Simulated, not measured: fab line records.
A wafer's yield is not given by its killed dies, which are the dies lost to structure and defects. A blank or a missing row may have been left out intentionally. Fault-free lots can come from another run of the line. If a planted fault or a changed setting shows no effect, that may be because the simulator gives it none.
Which tool is to blame? -- flow n5_finfet -- 11 lots, 32 wafers sampled, at 3 steps of a route of 1938

## WHAT THE GAUGES SHOWED, per wafer
N5_BEOL_M11_CD_MEAS_28: target cd 70 nm. Usual: cd_nm 69.8 nm, standard deviation 0.8.
lot,measured,on,cd_nm (nm),flag
L102,day 12 11:52,cd_sem-01,70.2 70.1 69.9,
L103,day 13 06:50,cd_sem-02,70.7 69.8 70.1,
L107,day 14 05:41,cd_sem-01,70.3 69.4 70.6,
L110,day 16 15:08,cd_sem-03,69.5 69.7 69.7,
L111,day 16 20:38,cd_sem-02,69.7 69.3 70.1,
L112,day 17 02:39,cd_sem-01,69.6 70.0 69.0,
L117,day 17 23:58,cd_sem-02,71.1 71.6,
L114,day 18 00:08,cd_sem-02,70.8 69.7 69.4,
L115,day 18 12:20,cd_sem-03,69.0 69.6 69.7,
L123,day 20 12:31,cd_sem-01,68.6 69.1 68.7,
L109,day 20 12:43,cd_sem-03,68.9 68.6 67.6,

N5_BEOL_M11_CD_MEAS_35: target cd 70 nm. Usual: cd_nm 69.9 nm, standard deviation 0.48.
lot,measured,on,cd_nm (nm),flag
L102,day 12 12:36,cd_sem-02,69.6 70.0 70.2,
L103,day 13 07:34,cd_sem-02,69.6 69.5 69.6,
L107,day 14 06:26,cd_sem-01,70.3 70.3 70.2,
L110,day 16 15:53,cd_sem-02,69.9 69.1 69.4,
L111,day 16 21:22,cd_sem-01,69.9 70.0 69.8,
L112,day 17 03:23,cd_sem-03,69.8 69.9 70.7,
L117,day 18 00:43,cd_sem-02,69.9 69.5,
L114,day 18 00:54,cd_sem-03,70.0 70.3 69.9,
L115,day 18 13:19,cd_sem-01,69.9 70.8 70.6,
L123,day 20 13:17,cd_sem-03,69.6 69.9 69.1,
L109,day 20 13:46,cd_sem-01,70.1 70.7 69.9,

## TOOL THAT RAN EACH LOT (tool first, then ch and the chambers of the sampled wafers, then the start)
lot,N5_BEOL_M11_ETCH_66
L102,"rie_diel-06 ch 2,3, day 12 12:02"
L103,"rie_diel-06 ch 0,1,2, day 13 07:04"
L107,"rie_diel-03 ch 0,2,3, day 14 05:53"
L110,"rie_diel-06 ch 0,2,3, day 16 15:19"
L111,"rie_diel-03 ch 0,1,2, day 16 20:48"
L112,"rie_diel-06 ch 0,2,3, day 17 02:49"
L117,"rie_diel-01 ch 0,1, day 18 00:08"
L114,"rie_diel-06 ch 1,2,3, day 18 00:20"
L115,"rie_diel-03 ch 0,3, day 18 12:45"
L123,"rie_diel-01 ch 1,2, day 20 12:44"
L109,"rie_diel-03 ch 0,2, day 20 13:13"
- N5_BEOL_M11_ETCH_66: etches SOC in N2/H2, target depth 120 nm, overetch 24 nm, time 180 s.

## AS READ BY THE TOOLS THEMSELVES (means over the sampled wafers that have a number; for cases with no such wafer, the mark the record gives instead)
N5_BEOL_M11_ETCH_66. Usual: chamber_pressure_mTorr 30.000 mTorr, standard deviation 0.024; drypump_motor_current_A 5.9 A, standard deviation 0.36; n2_flow_sccm 200.0 sccm, standard deviation 0.57; oes_product_au 0.65 a.u., standard deviation 0.047; rf_fwd_power_W 836.3 W, standard deviation 2.4; rf_vpp_V 523.9 V, standard deviation 2.3; showerhead_plenum_p_Torr 2.54 Torr, standard deviation 0.081; throttle_valve_pct 17.80 %, standard deviation 0.2.
lot,tool,chamber_pressure_mTorr (mTorr),drypump_motor_current_A (A),n2_flow_sccm (sccm),oes_product_au (a.u.),rf_fwd_power_W (W),rf_vpp_V (V),showerhead_plenum_p_Torr (Torr),throttle_valve_pct (%),flag
L102,rie_diel-06,29.993,5.6,200.2,0.60,836.6,523.2,2.51,17.73,
L103,rie_diel-06,30.014,6.1,200.1,0.65,834.0,523.7,2.56,17.81,
L107,rie_diel-03,30.017,6.0,199.9,0.65,836.7,522.5,2.49,17.81,
L110,rie_diel-06,30.004,5.9,199.9,0.65,836.1,526.3,2.63,17.67,
L111,rie_diel-03,30.010,5.7,200.7,0.68,836.1,523.9,2.54,17.74,
L112,rie_diel-06,30.014,5.9,199.8,0.64,835.9,526.1,2.63,17.67,
L117,rie_diel-01,29.992,5.5,200.4,0.69,838.6,525.5,2.58,17.84,
L114,rie_diel-06,30.008,5.9,199.9,0.68,835.1,524.8,2.58,17.67,
L115,rie_diel-03,30.012,6.1,199.3,0.62,834.8,521.7,2.44,17.77,
L123,rie_diel-01,29.994,5.7,199.8,0.63,836.5,525.6,2.60,18.08,
L109,rie_diel-03,30.012,6.0,200.0,0.63,835.3,522.0,2.49,17.98,

## THE ANSWER, worked out from the rows above alone
Rule: a lot is off if the mean of its wafers that have a number lies more than 3 standard deviations from the usual mean. A lot without any number at a reading at which 4 lots or more have one is off too. Any other lot the step has rows for is counted as sound. After the gauges, taken in route order, come the tools' own readings; for these a lot's mean is taken, as printed above. The first step at which some lot is off is used, and at that step the reading that is off furthest; a lot without a number counts as furthest.
No lot is off at any reading shown: from this, nothing can be told.

## WHAT HAD BEEN PUT IN BY THE SIMULATOR
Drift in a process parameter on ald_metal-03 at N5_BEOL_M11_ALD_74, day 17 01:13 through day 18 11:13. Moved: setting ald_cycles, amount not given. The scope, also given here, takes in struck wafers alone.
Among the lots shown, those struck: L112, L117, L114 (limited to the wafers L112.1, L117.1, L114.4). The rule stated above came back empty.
